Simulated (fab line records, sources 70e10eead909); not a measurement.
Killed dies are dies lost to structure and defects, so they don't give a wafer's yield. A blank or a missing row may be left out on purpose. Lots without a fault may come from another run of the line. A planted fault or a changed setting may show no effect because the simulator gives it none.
fab line records | flow nand_harc
record lots=12 wafers=36 last_day=23
route steps=1159 shown A_STAIRCASE@700 THIN_TSV@1126 END@1158
lots that met no fault: from a run of the same line without faults
start_h: hours from the record's first day to the start of the lot's first wafer shown | wait_h: hours since the lot's step before | " the same as in the row above | L1.1+2: a row that stands for several wafers | - no value, or no start given | * or withheld: withheld | < > ~ a bound
route shown NAME@n: a module of which the file shows steps, and the number in the route of the first | usual: mean/standard deviation of fault-free wafers | same: alike in all rows | chamber/n: place in a boat | sites: the reading at each site | _std_site: their standard deviation | _edge_site: outer sites' mean less inner sites' | radius_mm: how far each site lies from the wafer's centre | mask NAME#n: copy n | behind: the tool/chamber that last shaped the wafer | hold: why the lot was held/for how many hours/how that ended | device: the transistor (n, p or np) that didn't switch | end of line: the same wafers' tests at the end of the route | a step without rows: its recipe alone | killed: dies lost to structure and defects at the first sort, not the wafer's yield | map: a wafer's dies, x killed, . not, _ none there
set.NAME: the setting as run; set.NAME@STEP: as run at that earlier step | model.NAME: the simulator's own value behind a step, which no gauge read
steps of the route over a sample of lots; a table a step, a row a wafer
services: from which hour (start_h, from the record's first day; less than 0 if before it) a tool's chamber was out of use, for how many hours, and why
## steps
# step NHARC_A_STAIRCASE_STRIP_476
# recipe time_s=20 o2_flow_sccm=500 ar_flow_sccm=0 bias_w=0 chemistry=O2
# usual drypump_motor_current_A=5.9/0.4 oes_product_au=1.000/0.011 rf_vpp_V=57.9/0.94 showerhead_plenum_p_Torr=3.55/0.14 throttle_valve_pct=17.036/0.0086
# columns lot.wafer tool chamber start_h wait_h drypump_motor_current_A oes_product_au rf_hours_counter_h rf_vpp_V showerhead_plenum_p_Torr throttle_valve_pct
L651.4 rie_diel-02 3 262.97 0.1 6.4 0.987 42 58.2 3.56 17.041
L651.5 " 3 " " 6.4 0.993 - 57.4 3.56 17.041
L651.6 " 0 " " 6.1 0.987 - 57.8 3.38 17.040
L654.4 rie_diel-10 1 282.01 0.1 5.7 0.983 39 59.7 3.79 17.029
L654.2 " 3 " " 6.0 0.991 35 57.6 3.27 17.039
L654.1 " 0 " " 6.2 0.995 29 59.2 3.71 17.039
L652.1 rie_diel-06 3 283.71 0.1 6.0 1.010 12 58.9 3.68 17.018
L652.5 " 3 " " 6.0 1.013 - 56.9 3.69 17.048
L652.6 " 0 " " 6.5 0.983 - 60.0 3.48 17.027
L655.6 rie_diel-02 3 289.82 3.9 6.4 0.997 - 58.0 3.56 17.031
L655.4 " 0 " " 6.1 0.979 - 56.7 3.38 17.028
L655.5 " 1 " " 5.4 0.985 - 57.5 3.42 17.045
L656.2 rie_diel-06 2 291.19 0.1 5.5 1.016 13 57.8 3.59 17.056
L656.1 " 1 " " 6.0 1.015 16 58.5 3.80 17.056
L656.6 " 3 " " 6.0 1.018 - 58.1 3.68 17.045
L657.3 rie_diel-02 0 297.58 0.1 6.1 0.989 56 59.0 3.37 17.043
L657.6 " 0 " " 6.1 0.992 - 56.9 3.37 17.045
L657.5 " 1 " " 5.4 0.999 - 57.5 3.42 17.037
L659.4 rie_diel-02 1 319.33 0.2 5.4 0.999 62 56.2 3.42 17.031
L659.5 " 3 " " 6.3 1.006 - 57.8 3.55 17.042
L659.6 " 0 " " 6.1 0.985 - 57.1 3.37 17.019
L661.4 rie_diel-06 0 323.50 0.2 6.5 0.987 26 57.9 3.47 17.032
L661.2 " 1 " " 6.0 1.020 28 58.2 3.79 17.020
L661.1 " 3 " " 6.0 1.019 26 58.3 3.68 17.037
L662.2 rie_diel-06 3 334.84 0.1 6.0 1.016 34 58.3 3.67 17.030
L662.4 " 0 " " 6.5 0.983 33 55.9 3.47 17.022
L662.6 " 2 " " 5.5 1.014 - 58.3 3.58 17.029
L667.1 rie_diel-06 3 346.20 0.1 6.0 1.013 37 58.3 3.67 17.042
L667.4 " 0 " " 6.5 0.993 37 58.9 3.47 17.040
L667.5 " 2 " " 5.5 1.003 - 57.5 3.58 17.031
L665.1 rie_diel-06 0 349.43 0.1 6.5 0.989 38 57.9 3.47 17.026
L665.3 " 1 " " 6.0 0.997 38 58.9 3.79 17.034
L665.6 " 0 " " 6.4 0.988 - 56.6 3.47 17.038
L669.1 rie_diel-02 0 368.32 0.1 6.0 0.985 13 55.9 3.36 17.028
L669.2 " 3 " " 6.3 0.996 12 58.2 3.54 17.027
L669.5 " 0 " " 6.0 0.983 - 57.8 3.36 17.042
# step NHARC_THIN_TSV_STRIP_62
# recipe power_w=1500 temp_c=250 time_s=20 chemistry=N2/H2
# usual drypump_motor_current_A=5.6/0.41 heater_power_w=319/45
# columns lot.wafer tool chamber start_h wait_h drypump_motor_current_A heater_power_w rf_hours_counter_h
L651.4 plasma_asher-01 1 444.66 - 4.9 257 -
L651.6 " 1 " " 4.9 265 -
L651.5 " 0 " " 5.9 371 -
L654.2 plasma_asher-02 1 452.26 - 5.6 328 27
L654.1 " 0 " " 6.0 304 27
L654.4 " 1 " " 5.6 330 -
L652.1 plasma_asher-02 0 457.49 - 6.0 300 30
L652.6 " 1 " " 5.6 335 -
L652.5 " 0 " " 6.0 297 -
L656.2 plasma_asher-01 1 466.17 - 4.9 265 3
L656.1 " 0 " " 5.8 383 3
L656.6 " 0 " " 5.9 389 -
L655.4 plasma_asher-01 1 475.62 - 4.9 258 -
L655.6 " 0 " " 5.9 388 -
L655.5 " 1 " " 4.9 265 -
L657.3 plasma_asher-01 0 487.28 - 5.9 387 -
L657.5 " 1 " " 4.9 259 -
L657.6 " 0 " " 5.9 381 -
L659.4 plasma_asher-01 0 488.51 - 5.9 386 -
L659.5 " 0 " " 5.9 388 -
L659.6 " 1 " " 5.0 258 -
L661.2 plasma_asher-02 0 494.74 - 6.0 299 43
L661.1 " 1 " " 5.6 319 43
L661.4 " 0 " " 6.0 302 -
L662.2 plasma_asher-02 1 497.59 0.4 5.6 324 44
L662.4 " 1 " " 5.5 330 -
L662.6 " 0 " " 6.0 301 -
L667.1 plasma_asher-01 1 527.58 - 4.9 259 21
L667.4 " 1 " " 4.9 261 -
L667.5 " 1 " " 4.9 261 -
L669.2 plasma_asher-01 1 534.88 - 4.9 259 26
L669.1 " 0 " " 5.9 389 26
L669.5 " 0 " " 5.9 390 -
L665.1 plasma_asher-01 1 536.30 - 4.9 254 26
L665.3 " 0 " " 5.9 377 -
L665.6 " 0 " " 5.9 392 -
# step NHARC_THIN_TSV_PVD_51
# recipe target_thk_a=1000 chamber_pressure_pa=5 material=Cu
# usual throttle_valve_pct=30.1/1
# columns lot.wafer tool chamber start_h wait_h throttle_valve_pct
L651.4 pvd_sputter-01 - - - 30.8
L651.6 " - " " 29.7
L651.5 " - " " 30.5
L654.1 pvd_sputter-01 - - - 30.7
L654.4 " - " " 30.1
L654.2 " - " " 29.7
L652.1 pvd_sputter-02 - - - 29.5
L652.6 " - " " 29.3
L652.5 " - " " 29.6
L656.1 pvd_sputter-02 - - - 30.3
L656.2 " - " " 29.2
L656.6 " - " " 30.3
L655.4 pvd_sputter-01 - - - 30.0
L655.6 " - " " 30.1
L655.5 " - " " 29.8
L657.3 pvd_sputter-01 - - - 32.5
L657.5 " - " " 32.6
L657.6 " - " " 30.0
L659.4 pvd_sputter-02 - - - 30.1
L659.6 " - " " 29.4
L659.5 " - " " 30.6
L661.4 pvd_sputter-03 - - - 30.4
L661.1 " - " " 28.8
L661.2 " - " " 31.1
L662.2 pvd_sputter-01 - - - 32.2
L662.4 " - " " 30.7
L662.6 " - " " 32.3
L667.1 pvd_sputter-03 - - - 30.9
L667.4 " - " " 29.8
L667.5 " - " " 31.2
L669.2 pvd_sputter-01 - - - 27.8
L669.1 " - " " 30.4
L669.5 " - " " 28.1
L665.3 pvd_sputter-03 - - - 31.1
L665.1 " - " " 29.3
L665.6 " - " " 30.8
# step NHARC_END_WLT_00
# usual VT_DECK1_BOTTOM=0.867/0.0079 VT_DECK1_BOTTOM_INNER=0.868/0.0077 VT_DECK1_MEDIAN_NEAR_BOTTOM=0.868/0.0072 VT_DECK1_MEDIAN_NEAR_BOTTOM_INNER=0.868/0.0071 VT_DECK1_MIDDLE=0.882/0.007 VT_DECK1_MIDDLE_INNER=0.881/0.0071 VT_DECK1_TOP=0.893/0.0075 VT_DECK1_TOP_INNER=0.893/0.0075
# columns lot.wafer tool chamber start_h wait_h VT_DECK1_BOTTOM VT_DECK1_BOTTOM_INNER VT_DECK1_MEDIAN_NEAR_BOTTOM VT_DECK1_MEDIAN_NEAR_BOTTOM_INNER VT_DECK1_MIDDLE VT_DECK1_MIDDLE_INNER VT_DECK1_TOP VT_DECK1_TOP_INNER
L651.4 prober-01 - 455.65 1.5 0.867 0.872 0.874 0.871 0.880 0.874 0.897 0.894
L651.5 " - " " 0.871 0.867 0.865 0.874 0.880 0.885 0.890 0.890
L651.6 " - " " 0.869 0.868 0.875 0.874 0.882 0.886 0.889 0.887
L654.1 prober-01 - 469.74 8.5 0.858 0.866 0.861 0.860 0.874 0.870 0.891 0.882
L654.2 " - " " 0.866 0.864 0.871 0.857 0.874 0.883 0.889 0.889
L654.4 " - 471.24 10.0 0.859 0.866 0.871 0.864 0.878 0.877 0.884 0.885
L652.1 prober-02 - 471.03 3.2 0.862 0.857 0.863 0.873 0.873 0.884 0.895 0.894
L652.5 " - 473.00 5.2 0.865 0.872 0.867 0.865 0.883 0.882 0.884 0.883
L652.6 " - " " 0.856 0.861 0.867 0.864 0.885 0.879 0.894 0.892
L656.1 prober-01 - 477.55 2.1 0.867 0.868 0.868 0.873 0.884 0.878 0.886 0.896
L656.2 " - " " 0.868 0.877 0.871 0.876 0.880 0.886 0.900 0.907
L656.6 " - 480.05 4.6 0.875 0.877 0.877 0.878 0.889 0.886 0.896 0.899
L655.4 prober-01 - 486.68 3.1 0.878 0.869 0.873 0.870 0.891 0.878 0.894 0.902
L655.5 " - " " 0.862 0.861 0.866 0.867 0.882 0.889 0.903 0.897
L655.6 " - " " 0.868 0.865 0.876 0.865 0.880 0.883 0.890 0.902
L657.3 prober-02 - 497.48 1.1 0.880 0.877 0.875 0.880 0.899 0.886 0.900 0.893
L657.5 " - 498.48 2.1 0.880 0.875 0.877 0.879 0.890 0.899 0.908 0.902
L657.6 " - " " 0.879 0.878 0.882 0.886 0.897 0.903 0.906 0.916
L659.4 prober-01 - 497.96 1.5 0.881 0.874 0.878 0.876 0.888 0.885 0.898 0.905
L659.5 " - " " 0.873 0.880 0.869 0.875 0.890 0.890 0.893 0.900
L659.6 " - " " 0.877 0.871 0.871 0.865 0.889 0.892 0.898 0.899
L661.1 prober-02 - 504.62 0.0 0.866 0.881 0.866 0.862 0.880 0.883 0.894 0.891
L661.2 " - " " 0.873 0.868 0.873 0.876 0.894 0.882 0.897 0.898
L661.4 " - 506.13 1.5 0.865 0.858 0.847 0.857 0.883 0.871 0.888 0.889
L662.2 prober-01 - 505.12 0.5 0.858 0.858 0.858 0.857 0.872 0.865 0.893 0.889
L662.4 " - " " 0.868 0.858 0.864 0.861 0.877 0.873 0.876 0.892
L662.6 " - " " 0.853 0.862 0.868 0.859 0.876 0.879 0.877 0.883
L667.1 prober-02 - 536.54 0.1 0.856 0.862 0.862 0.864 0.873 0.874 0.887 0.880
L667.4 " - 538.06 1.6 0.856 0.855 0.855 0.856 0.879 0.874 0.886 0.882
L667.5 " - " " 0.861 0.857 0.865 0.863 0.875 0.872 0.880 0.885
L669.1 prober-01 - 542.59 0.0 0.868 0.863 0.864 0.870 0.887 0.875 0.891 0.901
L669.2 " - " " 0.867 0.863 0.872 0.874 0.884 0.884 0.892 0.889
L669.5 " - 544.58 2.0 0.872 0.870 0.874 0.875 0.886 0.887 0.891 0.898
L665.1 prober-01 - 550.40 4.7 0.882 0.877 0.878 0.879 0.890 0.884 0.893 0.901
L665.3 " - 551.40 5.7 0.864 0.878 0.869 0.872 0.891 0.887 0.898 0.886
L665.6 " - 552.90 7.2 0.873 0.870 0.868 0.872 0.883 0.885 0.891 0.902
# step NHARC_END_SORT_01
# recipe temp_c=25
# usual killed_at_array=28/10 killed_at_other=0.5/0.82 killed_at_periphery=3.4/2.2 killed_dies=31/10 killed_open=3.4/1.9 killed_short=1.9/1.3
# same gross_dies=677
# columns lot.wafer tool chamber start_h wait_h killed_at_array killed_at_other killed_at_periphery killed_dies killed_open killed_short
L667.1 prober-02 0 539.58 2.5 128 0 2 130 6 1
L667.4 prober-02 0 542.01 3.4 127 0 2 129 3 2
L667.5 prober-02 0 542.82 3.7 89 1 2 92 2 3
L665.1 prober-01 0 553.40 2.5 120 3 1 124 3 1
L665.3 prober-01 0 555.03 3.1 70 0 2 72 5 0
L665.6 prober-01 0 557.47 4.1 135 3 1 139 1 2
# killed by level:class
L667.1 A_STAIRCASE:unspecified=95 A_CHANNEL_HOLE_D1:chamber_film_flake=19 A_STAIRCASE:chamber_film_flake=4 A_CONTACT:chamber_film_flake=3 A_M0:geometric_particle:open=2 P_CONTACT:geometric_particle:open=1 A_CHANNEL_HOLE_D1:geometric_particle:short=1 A_CHANNEL_FILL_D1:geometric_particle:open=1
L667.4 A_STAIRCASE:unspecified=95 A_CHANNEL_HOLE_D1:chamber_film_flake=20 A_CONTACT:chamber_film_flake=3 A_CONTACT:geometric_particle:open=2 A_WL_FILL:chamber_film_flake=2 A_BLC:chamber_film_flake=2 P_STI:geometric_particle:short=1 A_WL_FILL:geometric_particle:short=1
L667.5 A_STAIRCASE:unspecified=63 A_CHANNEL_HOLE_D1:chamber_film_flake=17 A_WL_FILL:geometric_particle:short=3 A_BLC:chamber_film_flake=2 P_GATE:geometric_particle:open=1 A_M0:geometric_particle:open=1 P_STI:chamber_film_flake=1 A_STAIRCASE:chamber_film_flake=1
L665.1 A_STAIRCASE:unspecified=86 A_CHANNEL_HOLE_D1:chamber_film_flake=16 A_SLIT:chamber_film_flake=7 A_STAIRCASE:chamber_film_flake=6 THIN_TSV:chamber_film_flake=3 A_SOURCE_PLATE:geometric_particle:open=2 A_WL_FILL:geometric_particle:short=1 A_M0:geometric_particle:open=1
L665.3 A_STAIRCASE:unspecified=29 A_CHANNEL_HOLE_D1:chamber_film_flake=19 A_SLIT:chamber_film_flake=9 A_CONTACT:chamber_film_flake=4 A_STAIRCASE:chamber_film_flake=3 A_CONTACT:geometric_particle:open=2 A_CHANNEL_HOLE_D1:geometric_particle:open=1 A_SGD_CUT:geometric_particle:open=1
L665.6 A_STAIRCASE:unspecified=101 A_SLIT:chamber_film_flake=14 A_CHANNEL_HOLE_D1:chamber_film_flake=10 A_CONTACT:chamber_film_flake=4 A_STAIRCASE:chamber_film_flake=3 THIN_TSV:chamber_film_flake=3 A_ONON_D1:geometric_particle:open=1 A_SGD_CUT:geometric_particle:short=1
## services
# columns tool chamber start_h hours kind
rie_diel-06 - 241.43 9.0 pm
plasma_asher-01 - 264.76 2.6 repair
plasma_asher-01 - 276.00 9.0 pm
pvd_sputter-03 - 280.02 10.0 pm
rie_diel-02 - 329.09 9.0 pm
pvd_sputter-01 - 336.10 10.0 pm
pvd_sputter-03 - 349.88 2.6 repair
plasma_asher-02 - 360.52 9.0 pm
pvd_sputter-02 - 366.57 6.8 repair
pvd_sputter-03 - 383.62 2.0 repair
rie_diel-06 - 390.24 1.4 repair
pvd_sputter-02 - 392.01 10.0 pm
plasma_asher-02 - 397.14 4.5 repair
rie_diel-06 - 418.43 9.0 pm
rie_diel-02 3 427.16 5.2 repair
plasma_asher-01 - 453.00 9.0 pm
pvd_sputter-03 - 458.02 10.0 pm
plasma_asher-02 - 460.93 4.5 repair
pvd_sputter-01 - 461.95 0.5 repair
rie_diel-06 2 464.28 9.1 repair
pvd_sputter-02 - 467.32 1.1 repair
pvd_sputter-01 - 498.21 26.7 repair
rie_diel-02 - 506.09 9.0 pm
plasma_asher-02 - 522.63 14.3 repair
## key
first_sign step=NHARC_END_SORT_01 reading=killed_at_array direction=up sigmas=8.2 usual=28 struck=112
effect step=NHARC_END_SORT_01 reading=killed_dies direction=up sigmas=8 usual=31 struck=114
more_kills_born_at NHARC_A_STAIRCASE_STRIP_476@rie_diel-06=466
met_at NHARC_A_STAIRCASE_STRIP_476
struck_lots L665,L667
tester_left_out L665,L667
not_acting_at NHARC_THIN_TSV_STRIP_62,NHARC_THIN_TSV_PVD_51,NHARC_END_WLT_00
onset_between 334.84 346.20
fault kind=chamber_particle_source tool=rie_diel-06 chamber=- onset_h=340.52 steps=NHARC_A_STAIRCASE_STRIP_476 rate_per_visit_cm2=1.418 end_h=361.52
# tester_left_out: of these lots the tester's yield and bins aren't shown, on N5 and GAA mostly nor the transistor test; their killed dies are dies lost to structure and defects alone, not to doping, threshold or leakage, so they don't give the yield
